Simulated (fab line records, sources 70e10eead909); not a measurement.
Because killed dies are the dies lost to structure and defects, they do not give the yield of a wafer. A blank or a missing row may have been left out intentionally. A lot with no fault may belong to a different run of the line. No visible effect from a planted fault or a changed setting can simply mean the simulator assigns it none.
fab line records | flow nandHarc
record: lots: 13 | wafers: 39 | lastDay: 27
route steps=1159 shown P_ZERO_WELL@16 P_STI@92 END@1159
lots with no fault: from the same line, run without faults
startH: hours from the record's opening day to when the first of the lot's shown wafers began | waitH: how many hours have passed since the lot's step before this one | " the same as in the row above | L1.1+2: one row covering several wafers at once | - no value present, or no start provided | * or withheld: withheld | < > ~ a bound
route shown NAME@n: NAME is a module with steps in the file, n the number in the route of the first one | usual: mean and standard deviation over wafers with no fault | same: alike in all rows | chamber/n: place in a boat | sites: per-site readings | _std_site: their standard deviation | _edge_site: the outer-site mean with the inner-site mean subtracted | radiusMm: how far each site lies from the wafer's centre | mask NAME#n: copy n | behind: the tool/chamber that last shaped the wafer | hold: the reason the lot was held/the length of the hold in hours/how it ended | device: transistor that didn't switch, given as n, p or np | end of line: the same wafers' tests at the end of the route | a step without rows: its recipe alone | killed: count of dies lost to structure and defects at first sort (not the wafer's yield) | map: per-die view of a wafer (x killed, . not killed, _ where there is no die)
set.NAME: setting as actually run; set.NAME@STEP: the setting as run at that earlier step | model.NAME: the simulator's own value behind a step, which no gauge read
route steps across a sampled set of lots; one table per step, one row per wafer
services: the hour from which a tool's chamber was out of use, counted from the record's first day as startH (under 0 if before that day), plus the number of hours and why
== steps ==
step: NHARC_P_ZERO_WELL_DESCUM_13
recipe: timeS: 3 | o2FlowSccm: 200 | arFlowSccm: 0 | biasPowerW: 0 | chemistry: O2
usual: drypumpMotorCurrentA: 5.8/0.42 | oesProductAu: 1.003/0.0071 | rfVppV: 57.9/0.89 | showerheadPlenumPTorr: 1.94/0.084 | throttleValvePct: 11.309/0.0092
same: biasPowerW: 0
lot.wafer | tool       | chamber | startH | waitH | drypumpMotorCurrentA | oesProductAu | rfHoursCounterH | rfVppV | showerheadPlenumPTorr | throttleValvePct
L533.1    | rieDiel-01 | 3       | 13.44  | -     | 5.5                  | 1.000        | 3               | 57.1   | 1.98                  | 11.297
L533.5    | "          | 0       | "      | "     | 6.3                  | 1.009        | -               | 58.3   | 1.92                  | 11.322
L533.6    | "          | 1       | "      | "     | 5.3                  | 0.993        | -               | 57.1   | 1.80                  | 11.323
L536.4    | rieDiel-01 | 2       | 31.28  | -     | 5.7                  | 1.012        | 5               | 57.0   | 1.97                  | 11.304
L536.1    | "          | 1       | "      | "     | 5.2                  | 1.004        | 4               | 56.9   | 1.80                  | 11.314
L536.6    | "          | 3       | "      | "     | 5.5                  | 1.012        | -               | 59.0   | 1.98                  | 11.313
L538.4    | rieDiel-10 | 3       | 43.51  | -     | 6.6                  | 0.992        | 3               | 57.0   | 1.85                  | 11.288
L538.5    | "          | 0       | "      | "     | 6.1                  | 0.994        | -               | 56.6   | 2.00                  | 11.315
L538.6    | "          | 1       | "      | "     | 5.3                  | 1.006        | -               | 58.0   | 1.93                  | 11.298
L539.4    | rieDiel-10 | 3       | 49.41  | -     | 6.5                  | 0.992        | 4               | 57.5   | 1.85                  | 11.328
L539.2    | "          | 0       | "      | "     | 6.1                  | 1.015        | 4               | 56.7   | 2.00                  | 11.311
L539.1    | "          | 1       | "      | "     | 5.3                  | 1.010        | 4               | 57.0   | 1.93                  | 11.330
L544.4    | rieDiel-10 | 0       | 79.46  | -     | 6.1                  | 0.998        | 6               | 58.0   | 2.00                  | 11.318
L544.5    | "          | 3       | "      | "     | 6.6                  | 0.994        | -               | 57.1   | 1.85                  | 11.310
L544.6    | "          | 0       | "      | "     | 6.1                  | 1.002        | -               | 56.8   | 2.00                  | 11.315
L545.2    | rieDiel-02 | 3       | 85.40  | -     | 5.5                  | 1.002        | 4               | 58.1   | 1.88                  | 11.316
L545.4    | "          | 1       | "      | "     | 5.5                  | 0.998        | 8               | 58.4   | 2.05                  | 11.322
L545.6    | "          | 2       | "      | "     | 5.8                  | 1.001        | -               | 57.4   | 2.06                  | 11.309
L546.4    | rieDiel-02 | 0       | 91.44  | -     | 6.0                  | 1.000        | 9               | 56.4   | 1.88                  | 11.323
L546.5    | "          | 2       | "      | "     | 5.8                  | 0.995        | -               | 59.3   | 2.06                  | 11.303
L546.6    | "          | 3       | "      | "     | 5.5                  | 0.996        | -               | 57.7   | 1.88                  | 11.315
L547.2    | rieDiel-02 | 1       | 97.46  | -     | 5.5                  | 1.013        | 9               | 59.6   | 2.05                  | 11.327
L547.5    | "          | 1       | "      | "     | 5.5                  | 1.014        | -               | 59.2   | 2.05                  | 11.322
L547.6    | "          | 2       | "      | "     | 5.8                  | 1.016        | -               | 58.8   | 2.06                  | 11.310
L549.2    | rieDiel-10 | 0       | 109.48 | -     | 6.1                  | 0.999        | 9               | 58.3   | 2.00                  | 11.313
L549.1    | "          | 2       | "      | "     | 6.4                  | 0.997        | 8               | 57.3   | 1.87                  | 11.318
L549.5    | "          | 1       | "      | "     | 5.3                  | 1.026        | -               | 56.6   | 1.93                  | 11.286
L553.1    | rieDiel-01 | 1       | 133.28 | -     | 5.2                  | 1.000        | 11              | 57.8   | 1.80                  | 11.301
L553.5    | "          | 0       | "      | "     | 6.3                  | 1.001        | -               | 58.2   | 1.92                  | 11.308
L553.6    | "          | 1       | "      | "     | 5.2                  | 0.996        | -               | 58.2   | 1.80                  | 11.316
L554.2    | rieDiel-02 | 0       | 139.40 | -     | 6.0                  | 0.998        | 12              | 57.8   | 1.87                  | 11.307
L554.1    | "          | 3       | "      | "     | 5.5                  | 0.994        | 8               | 57.7   | 1.88                  | 11.310
L554.6    | "          | 0       | "      | "     | 6.0                  | 1.004        | -               | 58.5   | 1.87                  | 11.302
L555.2    | rieDiel-10 | 3       | 145.27 | -     | 6.6                  | 0.998        | 11              | 58.5   | 1.84                  | 11.309
L555.5    | "          | 3       | "      | "     | 6.6                  | 0.999        | -               | 58.1   | 1.84                  | 11.309
L555.6    | "          | 0       | "      | "     | 6.1                  | 1.006        | -               | 57.8   | 2.00                  | 11.302
L556.3    | rieDiel-01 | 0       | 151.41 | -     | 6.3                  | 1.005        | 0               | 57.2   | 1.92                  | 11.293
L556.4    | "          | 2       | "      | "     | 5.7                  | 0.995        | 1               | 57.2   | 1.97                  | 11.315
L556.6    | "          | 0       | "      | "     | 6.3                  | 0.998        | -               | 59.2   | 1.92                  | 11.307
step: NHARC_P_ZERO_WELL_ETCH_63
recipe: targetDepthA: 1200 | timeS: 40.1 | hbrFlowSccm: 150 | cl2FlowSccm: 50 | rfW: 400 | icpW: 400 | biasW: 100 | chemistry: HBr/Cl2
usual: biasW: 99.99/0.29 | chamberPressureMTorr: 15.001/0.014 | drypumpMotorCurrentA: 5.9/0.5 | heBacksideLeakSccm: 2.71/0.24 | oesProductAu: 1.000/0.0075 | throttleValvePct: 26.407/0.0095
lot.wafer | tool     | chamber | startH | waitH | biasW  | chamberPressureMTorr | drypumpMotorCurrentA | heBacksideLeakSccm | oesProductAu | rfHoursCounterH | throttleValvePct
L533.1    | rieSi-05 | 0       | 13.70  | -     | 100.18 | 14.998               | 6.1                  | 2.74               | 1.002        | 1.1             | 26.410
L533.5    | "        | 2       | "      | "     | 100.64 | 14.975               | 6.3                  | 3.00               | 0.995        | -               | 26.414
L533.6    | "        | 3       | "      | "     | 99.90  | 14.976               | 5.7                  | 2.85               | 0.998        | -               | 26.430
L536.4    | rieSi-04 | 0       | 31.55  | -     | 100.34 | 15.016               | 6.1                  | 2.71               | 0.994        | 0.7             | 26.399
L536.1    | "        | 1       | "      | "     | 100.02 | 15.010               | 5.9                  | 2.94               | 0.999        | 0.7             | 26.413
L536.6    | "        | 0       | "      | "     | 100.28 | 14.991               | 6.1                  | 2.60               | 1.000        | -               | 26.409
L538.4    | rieSi-04 | 2       | 43.78  | -     | 99.58  | 14.988               | 5.7                  | 2.49               | 0.979        | 0.8             | 26.399
L538.6    | "        | 3       | "      | "     | 100.06 | 15.017               | 5.7                  | 2.43               | 0.996        | -               | 26.399
L538.5    | "        | 0       | "      | "     | 99.59  | 14.982               | 6.1                  | 2.66               | 0.995        | -               | 26.411
L539.4    | rieSi-05 | 1       | 49.69  | -     | 100.08 | 15.004               | 4.8                  | 2.81               | 1.003        | 1.3             | 26.401
L539.2    | "        | 2       | "      | "     | 100.14 | 15.029               | 6.2                  | 3.02               | 0.993        | 1.3             | 26.400
L539.1    | "        | 3       | "      | "     | 98.97  | 15.015               | 5.7                  | 2.93               | 1.019        | 1.3             | 26.426
L544.4    | rieSi-02 | 2       | 79.75  | -     | 99.98  | 15.009               | 5.7                  | 2.32               | 1.004        | 0.4             | 26.406
L544.6    | "        | 3       | "      | "     | 100.01 | 14.995               | 6.6                  | 2.55               | 0.986        | -               | 26.401
L544.5    | "        | 0       | "      | "     | 99.82  | 15.012               | 5.6                  | 2.31               | 0.988        | -               | 26.418
L545.2    | rieSi-05 | 3       | 85.65  | -     | 100.04 | 15.006               | 5.7                  | 3.00               | 1.010        | 0.2             | 26.421
L545.4    | "        | 2       | "      | "     | 99.90  | 15.002               | 6.2                  | 3.08               | 0.994        | 0.2             | 26.418
L545.6    | "        | 3       | "      | "     | 99.51  | 14.996               | 5.7                  | 2.80               | 1.001        | -               | 26.381
L546.4    | rieSi-02 | 1       | 91.70  | -     | 100.34 | 14.998               | 6.6                  | 2.89               | 1.006        | 0.4             | 26.408
L546.5    | "        | 3       | "      | "     | 99.84  | 14.997               | 6.6                  | 2.54               | 1.006        | -               | 26.388
L546.6    | "        | 0       | "      | "     | 100.45 | 15.014               | 5.6                  | 2.46               | 1.007        | -               | 26.408
L547.2    | rieSi-05 | 3       | 97.76  | -     | 99.67  | 14.997               | 5.8                  | 2.74               | 0.997        | 0.2             | 26.409
L547.6    | "        | 1       | "      | "     | 100.19 | 14.986               | 4.8                  | 2.68               | 1.000        | -               | 26.415
L547.5    | "        | 2       | "      | "     | 99.91  | 15.003               | 6.3                  | 3.03               | 0.993        | -               | 26.414
L549.1    | rieSi-05 | 3       | 109.74 | -     | 99.84  | 14.992               | 5.7                  | 2.65               | 1.002        | 0.3             | 26.390
L549.2    | "        | 0       | "      | "     | 99.78  | 15.013               | 6.1                  | 2.86               | 1.007        | 0.3             | 26.410
L549.5    | "        | 0       | "      | "     | 99.77  | 14.965               | 6.1                  | 2.80               | 1.020        | -               | 26.401
L553.1    | rieSi-05 | 3       | 133.54 | -     | -      | -                    | -                    | -                  | -            | -               | -
L553.5    | "        | 2       | "      | "     | -      | -                    | -                    | -                  | -            | -               | -
L553.6    | "        | 3       | "      | "     | -      | -                    | -                    | -                  | -            | -               | -
L554.1    | rieSi-02 | 1       | 139.66 | -     | -      | -                    | -                    | -                  | -            | -               | -
L554.2    | "        | 2       | "      | "     | -      | -                    | -                    | -                  | -            | -               | -
L554.6    | "        | 1       | "      | "     | -      | -                    | -                    | -                  | -            | -               | -
L555.2    | rieSi-05 | 2       | 145.57 | -     | -      | -                    | -                    | -                  | -            | -               | -
L555.6    | "        | 3       | "      | "     | -      | -                    | -                    | -                  | -            | -               | -
L555.5    | "        | 0       | "      | "     | -      | -                    | -                    | -                  | -            | -               | -
L556.4    | rieSi-04 | 3       | 151.68 | -     | 99.80  | 15.009               | 5.7                  | 2.33               | 1.006        | 0.3             | 26.406
L556.3    | "        | 0       | "      | "     | 100.26 | 15.017               | 6.1                  | 2.67               | 0.989        | 0.3             | 26.424
L556.6    | "        | 3       | "      | "     | 99.70  | 15.004               | 5.7                  | 2.29               | 0.999        | -               | 26.422
step: NHARC_P_STI_OCD_MEAS_17
usual: trenchDepthNm: 300/3.3 | trenchFootCdNm: 158.4/1.7
lot.wafer | tool   | chamber | startH | waitH | trenchDepthNm | trenchFootCdNm
L533.1    | ocd-02 | -       | 33.11  | 0.1   | 298           | 157.5
L533.5    | "      | -       | "      | "     | 300           | 158.9
L533.6    | "      | -       | "      | "     | 300           | 156.3
L536.1    | ocd-01 | -       | 54.70  | 0.1   | 296           | 161.9
L536.4    | "      | -       | "      | "     | 304           | 158.8
L536.6    | "      | -       | "      | "     | 302           | 159.2
L538.4    | ocd-02 | -       | 66.07  | 0.1   | 308           | 156.6
L538.5    | "      | -       | "      | "     | 300           | 158.5
L538.6    | "      | -       | "      | "     | 306           | 156.5
L539.1    | ocd-02 | -       | 72.15  | 0.1   | 308           | 158.0
L539.2    | "      | -       | "      | "     | 306           | 158.6
L539.4    | "      | -       | "      | "     | 302           | 160.2
L544.4    | ocd-01 | -       | 105.08 | 0.1   | 301           | 158.0
L544.5    | "      | -       | "      | "     | 296           | 158.3
L544.6    | "      | -       | "      | "     | 301           | 158.5
L545.2    | ocd-02 | -       | 105.24 | 0.1   | 302           | 159.5
L545.4    | "      | -       | "      | "     | 301           | 161.0
L545.6    | "      | -       | "      | "     | 302           | 161.9
L546.4    | ocd-02 | -       | 113.99 | 0.1   | 299           | 158.4
L546.5    | "      | -       | "      | "     | 296           | 159.1
L546.6    | "      | -       | "      | "     | 295           | 158.9
L547.2    | ocd-02 | -       | 120.27 | 0.1   | 299           | 159.9
L547.5    | "      | -       | "      | "     | 298           | 157.9
L547.6    | "      | -       | "      | "     | 295           | 157.4
L549.1    | ocd-02 | -       | 133.26 | 0.1   | 307           | 155.2
L549.2    | "      | -       | "      | "     | 302           | 158.8
L549.5    | "      | -       | "      | "     | 298           | 157.0
L556.3    | ocd-01 | -       | 176.15 | 0.1   | 296           | 155.7
L556.4    | "      | -       | "      | "     | 294           | 155.9
L556.6    | "      | -       | "      | "     | 299           | 157.8
step: NHARC_P_STI_OCD_MEAS_43
usual: trenchDepthNm: 300/3.3 | trenchFootCdNm: 158.3/1.7
lot.wafer | tool   | chamber | startH | waitH | trenchDepthNm | trenchFootCdNm
L533.1    | ocd-02 | -       | 33.63  | -     | 298           | 157.3
L533.5    | "      | -       | "      | "     | 300           | 158.7
L533.6    | "      | -       | "      | "     | 300           | 156.6
L536.1    | ocd-02 | -       | 55.21  | -     | 296           | 161.6
L536.4    | "      | -       | "      | "     | 304           | 159.0
L536.6    | "      | -       | "      | "     | 302           | 159.4
L538.4    | ocd-01 | -       | 66.59  | -     | 307           | 157.3
L538.5    | "      | -       | "      | "     | 299           | 158.1
L538.6    | "      | -       | "      | "     | 306           | 157.1
L539.1    | ocd-01 | -       | 72.66  | -     | 308           | 157.9
L539.2    | "      | -       | "      | "     | 306           | 158.6
L539.4    | "      | -       | "      | "     | 302           | 159.9
L544.4    | ocd-01 | -       | 105.59 | -     | 302           | 157.3
L544.5    | "      | -       | "      | "     | 296           | 157.5
L544.6    | "      | -       | "      | "     | 301           | 158.7
L545.2    | ocd-02 | -       | 105.76 | -     | 302           | 160.0
L545.4    | "      | -       | "      | "     | 301           | 160.7
L545.6    | "      | -       | "      | "     | 302           | 162.5
L546.4    | ocd-01 | -       | 114.49 | -     | 300           | 158.1
L546.5    | "      | -       | "      | "     | 296           | 159.1
L546.6    | "      | -       | "      | "     | 294           | 158.5
L547.2    | ocd-01 | -       | 120.78 | -     | 299           | 159.6
L547.5    | "      | -       | "      | "     | 298           | 157.8
L547.6    | "      | -       | "      | "     | 295           | 157.0
L549.1    | ocd-01 | -       | 133.76 | -     | 307           | 155.0
L549.2    | "      | -       | "      | "     | 302           | 158.7
L549.5    | "      | -       | "      | "     | 298           | 156.1
L556.3    | ocd-02 | -       | 176.66 | -     | 297           | 155.3
L556.4    | "      | -       | "      | "     | 294           | 156.3
L556.6    | "      | -       | "      | "     | 298           | 157.3
step: NHARC_END_SORT_01
recipe: tempC: 25
usual: killedAtArray: 28/11 | killedAtOther: 0.9/1.2 | killedAtPeriphery: 2.6/2.1 | killedDies: 31/11 | killedOpen: 3.1/1.7 | killedShort: 1.9/1.3
same: grossDies: 677
lot.wafer | tool      | chamber | startH | waitH | killedAtArray | killedAtOther | killedAtPeriphery | killedDies | killedOpen | killedShort
L553.1    | prober-02 | 0       | 621.68 | 2.5   | 15            | 0             | 662               | 677        | 4          | 0
L553.5    | prober-02 | 0       | 624.87 | 3.7   | 17            | 0             | 660               | 677        | 4          | 1
L553.6    | prober-02 | 0       | 625.67 | 4.0   | 21            | 0             | 656               | 677        | 7          | 1
L555.2    | prober-02 | 0       | 638.05 | 2.8   | 36            | 1             | 640               | 677        | 5          | 1
L555.5    | prober-02 | 0       | 640.40 | 3.6   | 30            | 1             | 646               | 677        | 2          | 2
L555.6    | prober-02 | 0       | 641.18 | 3.9   | 34            | 2             | 641               | 677        | 4          | 0
L554.1    | prober-02 | 0       | 644.94 | 2.5   | 39            | 2             | 636               | 677        | 5          | 2
L554.2    | prober-02 | 0       | 645.74 | 2.8   | 27            | 7             | 643               | 677        | 1          | 1
L554.6    | prober-02 | 0       | 648.93 | 4.0   | 36            | 1             | 640               | 677        | 3          | 2
killed by level:class
L553.1 P_ZERO_WELL:areaEtch=656 P_M1:chamberFilmFlake=6 A_CHANNEL_HOLE_D1:chamberFilmFlake=3 A_CONTACT:chamberFilmFlake=3 A_CONTACT:geometricParticle:open=2 A_STAIRCASE:chamberFilmFlake=2 A_BONDPAD:chamberFilmFlake=2 A_SLIT:geometricParticle:open=1
L553.5 P_ZERO_WELL:areaEtch=657 A_STAIRCASE:chamberFilmFlake=6 A_CHANNEL_HOLE_D1:chamberFilmFlake=3 A_CONTACT:chamberFilmFlake=3 A_M0:geometricParticle:open=2 P_M1:chamberFilmFlake=2 P_M0:geometricParticle:open=1 A_CONTACT:geometricParticle:short=1
L553.6 P_ZERO_WELL:areaEtch=649 A_STAIRCASE:chamberFilmFlake=6 A_CHANNEL_HOLE_D1:chamberFilmFlake=5 A_CONTACT:chamberFilmFlake=4 P_M1:chamberFilmFlake=3 A_CHANNEL_FILL_D1:geometricParticle:open=2 P_GATE:geometricParticle:short=1 P_GATE:geometricParticle:open=1
L555.2 P_ZERO_WELL:areaEtch=636 A_CHANNEL_HOLE_D1:chamberFilmFlake=26 A_CONTACT:chamberFilmFlake=3 P_CONTACT:geometricParticle:open=2 A_STAIRCASE:chamberFilmFlake=2 A_SLIT:chamberFilmFlake=2 P_GATE:geometricParticle:short=1 A_CHANNEL_FILL_D1:geometricParticle:open=1
L555.5 P_ZERO_WELL:areaEtch=644 A_CHANNEL_HOLE_D1:chamberFilmFlake=20 A_CONTACT:chamberFilmFlake=4 A_SLIT:chamberFilmFlake=3 P_GATE:geometricParticle:open=1 P_M0:geometricParticle:open=1 A_ONON_D1:geometricParticle:short=1 A_M1:geometricParticle:short=1
L555.6 P_ZERO_WELL:areaEtch=637 A_CHANNEL_HOLE_D1:chamberFilmFlake=22 A_STAIRCASE:chamberFilmFlake=6 A_CONTACT:chamberFilmFlake=4 P_M0:geometricParticle:open=2 THIN_TSV:chamberFilmFlake=2 P_GATE:geometricParticle:open=1 A_M0:geometricParticle:open=1
L554.1 P_ZERO_WELL:areaEtch=636 A_SLIT:chamberFilmFlake=20 A_CHANNEL_HOLE_D1:chamberFilmFlake=6 A_STAIRCASE:chamberFilmFlake=3 A_CONTACT:chamberFilmFlake=2 THIN_TSV:chamberFilmFlake=2 A_SOURCE_PLATE:geometricParticle:short=1 A_CHANNEL_FILL_D1:geometricParticle:open=1
L554.2 P_ZERO_WELL:areaEtch=643 A_SLIT:chamberFilmFlake=16 THIN_TSV:chamberFilmFlake=7 A_CHANNEL_HOLE_D1:chamberFilmFlake=4 A_WL_FILL:chamberFilmFlake=2 A_CONTACT:chamberFilmFlake=2 A_WL_FILL:geometricParticle:short=1 A_CONTACT:geometricParticle:open=1
L554.6 P_ZERO_WELL:areaEtch=640 A_SLIT:chamberFilmFlake=20 A_CONTACT:chamberFilmFlake=5 A_CHANNEL_HOLE_D1:chamberFilmFlake=4 A_WL_FILL:geometricParticle:short=2 A_CONTACT:geometricParticle:open=1 A_BLC:geometricParticle:open=1 A_M0:geometricParticle:open=1
== services ==
tool       | chamber | startH | hours | kind
rieDiel-10 | -       | -0.50  | 9.0   | pm
rieSi-02   | -       | 34.00  | 9.0   | pm
rieSi-04   | 0       | 50.71  | 3.3   | repair
rieSi-05   | -       | 62.09  | 9.0   | pm
rieSi-05   | 0       | 62.09  | 9.0   | ventCycle
rieSi-05   | 1       | 62.09  | 9.0   | ventCycle
rieSi-05   | 2       | 62.09  | 9.0   | ventCycle
rieSi-05   | 3       | 62.09  | 9.0   | ventCycle
rieDiel-01 | 2       | 63.93  | 1.9   | repair
rieSi-05   | 0       | 71.09  | -     | clean
rieSi-05   | 1       | 71.09  | -     | clean
rieSi-05   | 2       | 71.09  | -     | clean
rieSi-05   | 3       | 71.09  | -     | clean
rieDiel-01 | 3       | 76.45  | 6.5   | repair
rieSi-05   | 2       | 88.39  | 3.7   | repair
rieDiel-10 | 1       | 89.64  | 6.7   | repair
rieDiel-10 | 0       | 92.79  | 2.4   | repair
rieSi-04   | -       | 99.00  | 9.0   | pm
rieSi-02   | 1       | 105.57 | 7.7   | repair
rieDiel-01 | 3       | 110.10 | 10.6  | repair
rieDiel-10 | 0       | 110.67 | 8.8   | repair
rieDiel-01 | -       | 125.82 | 0.7   | repair
rieDiel-01 | -       | 137.80 | 9.0   | pm
rieDiel-02 | -       | 150.70 | 9.0   | pm
== key ==
firstSign: step: NHARC_P_ZERO_WELL_ETCH_63 | reading: toolRecord | direction: missing
effect: step: NHARC_END_SORT_01 | reading: killedAtPeriphery | direction: up | sigmas: 99+ | usual: 2.6 | struck: 647.1
moreKillsBornAt: NHARC_P_ZERO_WELL_ETCH_63@rieSi-05: 3879 | NHARC_P_ZERO_WELL_ETCH_63@rieSi-02: 1919
metAt NHARC_P_ZERO_WELL_ETCH_63
struckLots L553,L554,L555
laterRowsLeftOut L553.1,L553.5,L553.6,L554.1,L554.2,L554.6,L555.2,L555.5,L555.6
testerLeftOut L553,L554,L555
notActingAt NHARC_P_ZERO_WELL_DESCUM_13,NHARC_P_STI_OCD_MEAS_17,NHARC_P_STI_OCD_MEAS_43
onsetBetween 109.74 133.54
fault: kind: skippedStepWhole | tool: rieSi-02,rieSi-05 | chamber: - | onsetH: 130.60 | steps: NHARC_P_ZERO_WELL_ETCH_63 | scope: struckLotsOnly
testerLeftOut: of these lots the tester's yield and bins aren't shown, on N5 and GAA mostly nor the transistor test; their killed dies are dies lost to structure and defects alone, not to doping, threshold or leakage, so they don't give the yield
laterRowsLeftOut: the simulator's readings of these wafers behind a module that went badly wrong aren't trusted and aren't shown, but for the sort
